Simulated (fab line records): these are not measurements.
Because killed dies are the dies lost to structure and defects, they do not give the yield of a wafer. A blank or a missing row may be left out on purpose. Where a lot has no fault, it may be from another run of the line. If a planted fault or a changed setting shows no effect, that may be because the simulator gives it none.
Which tool is to blame?    flow nandHarc    66 wafers from 22 lots sampled at 6 of the route's 1159 steps

== WHAT EACH GAUGE READ, for each wafer ==
The record lacks any reading of a measuring or inspecting step that a usual standard deviation could be used to judge.

== WHAT TOOL EACH LOT RAN ON (gives the tool, then ch and the chambers of the sampled wafers, and finally the start) ==
lot   NHARC_A_STAIRCASE_ETCH_19                     NHARC_A_STAIRCASE_TRIM_24                     NHARC_A_STAIRCASE_DESCUM_186       NHARC_A_STAIRCASE_TRIM_187         NHARC_A_STAIRCASE_DESCUM_219       NHARC_A_STAIRCASE_ETCH_230
L074  rieDiel-08 ch 0,2, day 10 18:31 or earlier    rieDiel-06 ch 0,3, day 10 18:31 or earlier    rieDiel-06 ch 0,1,2, day 10 18:31  rieDiel-06 ch 0,2, day 10 18:35    rieDiel-12 ch 1,2,3, day 10 22:27  rieDiel-06 ch 1,3, no start
L075  rieDiel-12 ch 1,2, day 11 10:16 or earlier    rieDiel-08 ch 1,3, day 11 10:16 or earlier    rieDiel-08 ch 1,2, day 11 10:16    rieDiel-08 ch 1,2, day 11 10:22    rieDiel-06 ch 0,1,3, day 11 13:59  rieDiel-06 ch 1,3, no start
L078  rieDiel-08 ch 0,2,3, day 11 22:32 or earlier  rieDiel-06 ch 0,1,3, day 11 22:32 or earlier  rieDiel-12 ch 0,1,3, day 11 22:32  rieDiel-12 ch 1,3, day 11 22:39    rieDiel-06 ch 0,1,2, day 12 03:49  rieDiel-06 ch 0,1,3, no start
L077  rieDiel-06 ch 0,1,3, day 11 23:14 or earlier  rieDiel-08 ch 1,2,3, day 11 23:14 or earlier  rieDiel-06 ch 0,2,3, day 11 23:14  rieDiel-06 ch 1,2,3, day 11 23:20  rieDiel-08 ch 1,2,3, day 12 03:01  rieDiel-12 ch 0,1,3, no start
L081  rieDiel-06 ch 0,1, day 12 12:02 or earlier    rieDiel-08 ch 0,2,3, day 12 12:02 or earlier  rieDiel-08 ch 0,1,3, day 12 12:02  rieDiel-08 ch 0,2, day 12 12:08    rieDiel-08 ch 1,3, day 12 16:49    rieDiel-08 ch 1,2,3, no start
L080  rieDiel-06 ch 1,3, day 12 12:14 or earlier    rieDiel-12 ch 0,3, day 12 12:14 or earlier    rieDiel-08 ch 0,2,3, day 12 12:14  rieDiel-08 ch 2,3, day 12 12:19    rieDiel-06 ch 0,2, day 12 17:50    rieDiel-06 ch 0,2, no start
L079  rieDiel-12 ch 1,2,3, day 12 15:36 or earlier  rieDiel-06 ch 0,1, day 12 15:36 or earlier    rieDiel-08 ch 0,3, day 12 15:36    rieDiel-08 ch 0,1,2, day 12 15:43  rieDiel-12 ch 1,2, day 12 19:16    rieDiel-08 ch 0,2,3, no start
L083  rieDiel-08 ch 2,3, day 13 08:50 or earlier    rieDiel-08 ch 1,3, day 13 08:50 or earlier    rieDiel-12 ch 0,3, day 13 08:50    rieDiel-12 ch 0,1,2, day 13 08:55  rieDiel-08 ch 0,1, day 13 12:49    rieDiel-06 ch 1,3, no start
L084  rieDiel-06 ch 0,3, day 13 14:20               rieDiel-12 ch 1,2,3, day 13 17:29 or earlier  rieDiel-06 ch 1,3, day 13 17:29    rieDiel-06 ch 1,2,3, day 13 17:35  rieDiel-06 ch 0,1,3, day 13 21:18  rieDiel-12 ch 1,2, no start
L086  rieDiel-06 ch 1,2, day 14 01:55 or earlier    rieDiel-12 ch 0,1,2, day 14 01:55 or earlier  rieDiel-06 ch 0,1, day 14 01:55    rieDiel-06 ch 0,1,3, day 14 01:59  rieDiel-06 ch 0,1,3, day 14 05:35  rieDiel-06 ch 0,1,2, no start
L085  rieDiel-06 ch 1,3, day 14 02:19 or earlier    rieDiel-06 ch 0,1, day 14 02:19 or earlier    rieDiel-08 ch 1,2, day 14 02:19    rieDiel-08 ch 1,2, day 14 02:23    rieDiel-12 ch 0,1,2, day 14 06:10  rieDiel-06 ch 0,2,3, no start
L088  rieDiel-06 ch 0,1,2, day 14 16:32 or earlier  rieDiel-06 ch 0,1, day 14 16:32 or earlier    rieDiel-12 ch 1,2, day 14 16:32    rieDiel-12 ch 2,3, day 14 16:39    rieDiel-08 ch 0,1,3, day 14 21:28  rieDiel-06 ch 0,2, no start
L087  rieDiel-12 ch 0,2,3, day 14 17:20 or earlier  rieDiel-12 ch 2,3, day 14 17:20 or earlier    rieDiel-08 ch 2,3, day 14 17:20    rieDiel-08 ch 0,3, day 14 17:26    rieDiel-12 ch 2,3, day 14 21:40    rieDiel-08 ch 2,3, no start
L089  rieDiel-12 ch 1,2,3, day 15 00:53 or earlier  rieDiel-06 ch 0,1,3, day 15 00:53 or earlier  rieDiel-06 ch 0,2,3, day 15 00:53  rieDiel-06 ch 0,2,3, day 15 00:58  rieDiel-08 ch 0,2,3, day 15 04:37  rieDiel-08 ch 0,1,2, no start
L090  rieDiel-12 ch 1,2, day 15 01:39 or earlier    rieDiel-12 ch 2,3, day 15 01:39 or earlier    rieDiel-08 ch 0,3, day 15 01:39    rieDiel-08 ch 0,1,3, day 15 01:44  rieDiel-12 ch 0,1,3, day 15 05:22  rieDiel-12 ch 0,2,3, no start
L091  rieDiel-06 ch 0,1, day 15 07:21 or earlier    rieDiel-06 ch 1,2,3, day 15 07:21 or earlier  rieDiel-12 ch 0,1,2, day 15 07:21  rieDiel-12 ch 0,1,3, day 15 07:26  rieDiel-12 ch 1,2, day 15 12:28    rieDiel-08 ch 0,2,3, no start
L093  rieDiel-06 ch 0,1, day 15 13:19 or earlier    rieDiel-06 ch 0,1,3, day 15 13:19 or earlier  rieDiel-06 ch 2,3, day 15 13:19    rieDiel-06 ch 0,2,3, day 15 13:25  rieDiel-06 ch 1,2,3, day 15 17:10  rieDiel-06 ch 1,2,3, no start
L092  rieDiel-08 ch 2,3, day 15 14:05 or earlier    rieDiel-08 ch 0,1, day 15 14:05 or earlier    rieDiel-08 ch 0,2, day 15 14:05    rieDiel-08 ch 0,1,3, day 15 14:11  rieDiel-08 ch 1,3, day 15 18:02    rieDiel-08 ch 1,3, no start
L094  rieDiel-12 ch 2,3, day 15 20:26 or earlier    rieDiel-12 ch 0,1,3, day 15 20:26 or earlier  rieDiel-12 ch 2,3, day 15 20:26    rieDiel-12 ch 0,1,3, day 15 20:37  rieDiel-06 ch 0,2,3, day 16 00:25  rieDiel-06 ch 0,3, no start
L095  rieDiel-08 ch 2,3, day 16 00:13 or earlier    rieDiel-06 ch 0,1, day 16 00:13 or earlier    rieDiel-08 ch 0,3, day 16 00:13    rieDiel-08 ch 2,3, day 16 00:19    rieDiel-12 ch 0,2,3, day 16 05:28  rieDiel-12 ch 2,3, no start
L096  rieDiel-06 ch 0,3, day 16 03:31 or earlier    rieDiel-12 ch 0,2,3, day 16 03:31 or earlier  rieDiel-08 ch 0,2, day 16 03:31    rieDiel-08 ch 1,2,3, day 16 03:37  rieDiel-06 ch 0,1,2, day 16 07:24  rieDiel-06 ch 2,3, no start
L097  rieDiel-12 ch 0,1,3, day 16 09:01 or earlier  rieDiel-06 ch 0,1,3, day 16 09:01 or earlier  rieDiel-12 ch 0,1,2, day 16 09:01  rieDiel-12 ch 1,2,3, day 16 09:07  rieDiel-08 ch 0,1,2, day 16 12:39  rieDiel-08 ch 0,2,3, no start
- NHARC_A_STAIRCASE_ETCH_19: etches the open film in C4F8/O2, target depth 100 nm, time 40.5 s.
- NHARC_A_STAIRCASE_TRIM_24: chemistry O2, time 211.2 s.
- NHARC_A_STAIRCASE_DESCUM_186: chemistry O2, time 3 s.
- NHARC_A_STAIRCASE_TRIM_187: chemistry O2, time 211.2 s.
- NHARC_A_STAIRCASE_DESCUM_219: chemistry O2, time 3 s.
- NHARC_A_STAIRCASE_ETCH_230: etches the open film in C4F8/O2, target depth 100 nm, time 40.5 s.

== WHAT THE TOOLS THEMSELVES READ (means of the sampled wafers that have a number; where no wafer has one, the mark that the record gives instead) ==
NHARC_A_STAIRCASE_ETCH_19. Usual: oesProductAu 0.944 a.u., standard deviation 0.011; rfFwdPowerW 592.3 W, standard deviation 2.7; rfVppV 896 V, standard deviation 5.8.
lot   tool        oesProductAu (a.u.)  rfFwdPowerW (W)  rfVppV (V)  flag
L074  rieDiel-08  0.953                593.4            896         
L075  rieDiel-12  0.952                588.4            894         
L078  rieDiel-08  0.949                593.0            892         
L077  rieDiel-06  0.934                592.8            897         
L081  rieDiel-06  0.947                592.6            891         
L080  rieDiel-06  0.940                593.7            899         
L079  rieDiel-12  0.946                593.1            894         
L083  rieDiel-08  0.946                593.3            889         
L084  rieDiel-06  0.973                595.0            902         
L086  rieDiel-06  0.930                591.1            893         
L085  rieDiel-06  0.935                595.2            899         
L088  rieDiel-06  0.941                591.7            896         
L087  rieDiel-12  0.944                593.0            896         
L089  rieDiel-12  0.933                591.1            893         
L090  rieDiel-12  0.929                590.3            894         
L091  rieDiel-06  0.950                592.2            894         
L093  rieDiel-06  0.948                592.7            894         
L092  rieDiel-08  0.931                589.7            889         
L094  rieDiel-12  0.949                597.4            894         
L095  rieDiel-08  0.949                593.1            887         
L096  rieDiel-06  0.946                591.1            899         
L097  rieDiel-12  0.944                593.3            897         

NHARC_A_STAIRCASE_TRIM_24. Usual: drypumpMotorCurrentA 5.8 A, standard deviation 0.38; oesProductAu 1.001 a.u., standard deviation 0.0076; rfVppV 57.8 V, standard deviation 0.92; showerheadPlenumPTorr 3.54 Torr, standard deviation 0.16; throttleValvePct 17.038 %, standard deviation 0.0095.
lot   tool        drypumpMotorCurrentA (A)  oesProductAu (a.u.)  rfVppV (V)  showerheadPlenumPTorr (Torr)  throttleValvePct (%)  flag
L074  rieDiel-06  5.6                       1.005                58.3        3.65                          17.040                
L075  rieDiel-08  5.2                       1.009                57.3        3.41                          17.030                
L078  rieDiel-06  5.8                       1.003                58.3        3.55                          17.037                
L077  rieDiel-08  5.5                       1.005                57.7        3.40                          17.042                
L081  rieDiel-08  5.5                       1.010                57.5        3.44                          17.039                
L080  rieDiel-12  5.9                       1.009                57.8        3.59                          17.045                
L079  rieDiel-06  6.1                       0.992                58.2        3.40                          17.045                
L083  rieDiel-08  5.5                       1.000                57.7        3.46                          17.038                
L084  rieDiel-12  5.6                       1.001                58.0        3.46                          17.041                
L086  rieDiel-12  5.8                       1.003                57.7        3.52                          17.029                
L085  rieDiel-06  5.9                       0.998                58.1        3.48                          17.023                
L088  rieDiel-06  6.1                       0.994                56.5        3.39                          17.041                
L087  rieDiel-12  5.5                       1.004                57.5        3.47                          17.040                
L089  rieDiel-06  5.8                       0.993                57.6        3.54                          17.039                
L090  rieDiel-12  5.5                       1.004                57.9        3.47                          17.033                
L091  rieDiel-06  5.9                       0.998                57.6        3.58                          17.039                
L093  rieDiel-06  5.9                       0.988                58.5        3.54                          17.037                
L092  rieDiel-08  5.9                       0.999                58.1        3.60                          17.032                
L094  rieDiel-12  5.9                       1.014                57.6        3.56                          17.031                
L095  rieDiel-06  6.1                       0.998                57.4        3.39                          17.044                
L096  rieDiel-12  5.7                       1.003                56.2        3.52                          17.040                
L097  rieDiel-06  5.8                       0.997                56.4        3.53                          17.026                

NHARC_A_STAIRCASE_DESCUM_186. Usual: drypumpMotorCurrentA 5.7 A, standard deviation 0.43; oesProductAu 1.001 a.u., standard deviation 0.0077; rfVppV 57.6 V, standard deviation 0.81; showerheadPlenumPTorr 1.89 Torr, standard deviation 0.09; throttleValvePct 11.312 %, standard deviation 0.0086.
lot   tool        drypumpMotorCurrentA (A)  oesProductAu (a.u.)  rfVppV (V)  showerheadPlenumPTorr (Torr)  throttleValvePct (%)  flag
L074  rieDiel-06  5.9                       1.000                58.6        1.92                          11.305                
L075  rieDiel-08  5.7                       1.017                57.3        1.87                          11.314                
L078  rieDiel-12  5.9                       0.994                57.6        1.94                          11.306                
L077  rieDiel-06  5.6                       0.995                57.6        2.01                          11.314                
L081  rieDiel-08  5.5                       0.996                57.1        1.90                          11.304                
L080  rieDiel-08  5.5                       1.011                57.3        1.86                          11.303                
L079  rieDiel-08  5.6                       1.003                58.3        1.92                          11.309                
L083  rieDiel-12  6.0                       0.995                58.2        1.98                          11.303                
L084  rieDiel-06  6.1                       0.993                57.8        1.87                          11.320                
L086  rieDiel-06  6.1                       0.992                57.5        1.83                          11.324                
L085  rieDiel-08  5.8                       1.004                56.7        1.87                          11.308                
L088  rieDiel-12  5.4                       0.996                57.2        1.84                          11.309                
L087  rieDiel-08  5.4                       1.009                57.2        1.79                          11.310                
L089  rieDiel-06  5.7                       0.996                57.3        2.00                          11.320                
L090  rieDiel-08  5.2                       0.995                57.4        1.86                          11.313                
L091  rieDiel-12  5.7                       0.996                57.3        1.90                          11.310                
L093  rieDiel-06  5.7                       1.002                58.0        2.02                          11.312                
L092  rieDiel-08  5.9                       1.000                57.2        1.91                          11.315                
L094  rieDiel-12  5.4                       0.999                57.7        1.85                          11.311                
L095  rieDiel-08  5.6                       0.994                58.2        1.92                          11.315                
L096  rieDiel-08  5.9                       1.000                57.1        1.91                          11.309                
L097  rieDiel-12  5.8                       1.005                58.0        1.90                          11.315                

NHARC_A_STAIRCASE_TRIM_187. Usual: drypumpMotorCurrentA 5.7 A, standard deviation 0.41; oesProductAu 1.002 a.u., standard deviation 0.0074; rfVppV 57.7 V, standard deviation 0.86; showerheadPlenumPTorr 3.50 Torr, standard deviation 0.15; throttleValvePct 17.036 %, standard deviation 0.009.
lot   tool        drypumpMotorCurrentA (A)  oesProductAu (a.u.)  rfVppV (V)  showerheadPlenumPTorr (Torr)  throttleValvePct (%)  flag
L074  rieDiel-06  5.7                       1.011                58.3        3.62                          17.029                
L075  rieDiel-08  5.8                       1.010                57.7        3.46                          17.041                
L078  rieDiel-12  5.9                       1.013                58.0        3.50                          17.042                
L077  rieDiel-06  5.9                       0.991                57.9        3.60                          17.032                
L081  rieDiel-08  5.8                       1.010                57.4        3.42                          17.044                
L080  rieDiel-08  5.2                       1.004                57.5        3.34                          17.033                
L079  rieDiel-08  5.8                       1.001                58.4        3.49                          17.043                
L083  rieDiel-12  5.7                       0.999                57.1        3.52                          17.037                
L084  rieDiel-06  5.9                       0.996                57.4        3.59                          17.033                
L086  rieDiel-06  5.9                       0.998                57.3        3.54                          17.031                
L085  rieDiel-08  5.7                       1.005                56.8        3.38                          17.039                
L088  rieDiel-12  5.4                       0.998                57.6        3.42                          17.040                
L087  rieDiel-08  5.6                       0.999                57.6        3.54                          17.037                
L089  rieDiel-06  5.6                       0.995                57.8        3.67                          17.038                
L090  rieDiel-08  5.6                       0.998                57.6        3.50                          17.025                
L091  rieDiel-12  5.9                       1.010                57.8        3.56                          17.043                
L093  rieDiel-06  5.7                       1.002                58.2        3.67                          17.032                
L092  rieDiel-08  5.6                       0.996                57.7        3.49                          17.034                
L094  rieDiel-12  5.9                       1.000                57.6        3.55                          17.022                
L095  rieDiel-08  5.1                       1.005                56.7        3.32                          17.035                
L096  rieDiel-08  5.5                       1.007                56.7        3.38                          17.042                
L097  rieDiel-12  5.6                       1.003                57.3        3.45                          17.039                

NHARC_A_STAIRCASE_DESCUM_219. Usual: drypumpMotorCurrentA 5.7 A, standard deviation 0.39; oesProductAu 1.000 a.u., standard deviation 0.0077; rfVppV 57.5 V, standard deviation 0.96; showerheadPlenumPTorr 1.90 Torr, standard deviation 0.091; throttleValvePct 11.312 %, standard deviation 0.0092.
lot   tool        drypumpMotorCurrentA (A)  oesProductAu (a.u.)  rfVppV (V)  showerheadPlenumPTorr (Torr)  throttleValvePct (%)  flag
L074  rieDiel-12  5.6                       1.002                57.1        1.88                          11.310                
L075  rieDiel-06  5.8                       0.999                57.8        1.93                          11.309                
L078  rieDiel-06  5.9                       0.993                57.1        1.92                          11.322                
L077  rieDiel-08  5.4                       1.008                57.0        1.84                          11.312                
L081  rieDiel-08  5.5                       1.001                57.5        1.88                          11.311                
L080  rieDiel-06  5.7                       0.989                57.0        1.99                          11.313                
L079  rieDiel-12  5.7                       1.004                57.4        1.87                          11.314                
L083  rieDiel-08  5.9                       1.010                58.0        1.96                          11.304                
L084  rieDiel-06  5.8                       0.990                57.0        1.92                          11.323                
L086  rieDiel-06  5.8                       1.005                57.6        1.92                          11.309                
L085  rieDiel-12  5.8                       1.004                57.2        1.90                          11.307                
L088  rieDiel-08  5.5                       1.006                57.5        1.89                          11.314                
L087  rieDiel-12  5.6                       0.995                57.4        1.88                          11.318                
L089  rieDiel-08  5.5                       1.002                57.3        1.85                          11.312                
L090  rieDiel-12  5.9                       1.010                57.6        1.93                          11.310                
L091  rieDiel-12  5.4                       0.997                57.5        1.84                          11.311                
L093  rieDiel-06  5.9                       0.991                57.3        1.94                          11.317                
L092  rieDiel-08  5.2                       1.009                57.0        1.83                          11.309                
L094  rieDiel-06  5.6                       0.999                58.0        1.99                          11.303                
L095  rieDiel-12  5.7                       0.996                58.7        1.91                          11.315                
L096  rieDiel-06  5.9                       0.996                57.5        1.90                          11.305                
L097  rieDiel-08  5.8                       0.997                57.7        1.88                          11.321                

NHARC_A_STAIRCASE_ETCH_230. Usual: oesProductAu 0.942 a.u., standard deviation 0.014; rfFwdPowerW 592.8 W, standard deviation 2.4; rfVppV 896 V, standard deviation 6.2.
lot   tool        oesProductAu (a.u.)  rfFwdPowerW (W)  rfVppV (V)  flag
L074  rieDiel-06  0.941                594.3            899         
L075  rieDiel-06  0.945                593.5            899         
L078  rieDiel-06  0.942                593.8            896         
L077  rieDiel-12  0.924                594.8            897         
L081  rieDiel-08  0.940                593.0            891         
L080  rieDiel-06  0.937                591.8            900         
L079  rieDiel-08  0.935                592.0            892         
L083  rieDiel-06  0.930                592.7            899         
L084  rieDiel-12  0.923                592.5            893         
L086  rieDiel-06  0.940                592.2            896         
L085  rieDiel-06  0.970                592.2            901         
L088  rieDiel-06  0.977                590.6            900         
L087  rieDiel-08  0.924                593.5            888         
L089  rieDiel-08  0.947                592.7            894         
L090  rieDiel-12  0.938                591.5            896         
L091  rieDiel-08  0.976                591.0            891         
L093  rieDiel-06  0.950                593.0            898         
L092  rieDiel-08  0.940                591.8            893         
L094  rieDiel-06  0.937                591.5            901         
L095  rieDiel-12  0.953                594.1            893         
L096  rieDiel-06  0.951                595.9            902         
L097  rieDiel-08  0.940                592.0            892         

== THE ANSWER, worked out from the rows above alone ==
Rule: a lot counts as off when the mean over its wafers that have a number is more than 3 standard deviations away from the usual mean. Also off: a lot with no number at a reading for which 4 or more lots have one. Where the step has rows for the other lots, those lots are counted as sound. The gauges are gone through in route order, then the tools' own readings, and for those a lot's mean is taken as printed above. The first step at which some lot is off is used, and at that step the reading that is off furthest; a lot without a number counts as furthest.
Nothing can be told from this: no lot is off at any reading shown.

== WHAT WAS PUT IN BY THE SIMULATOR ==
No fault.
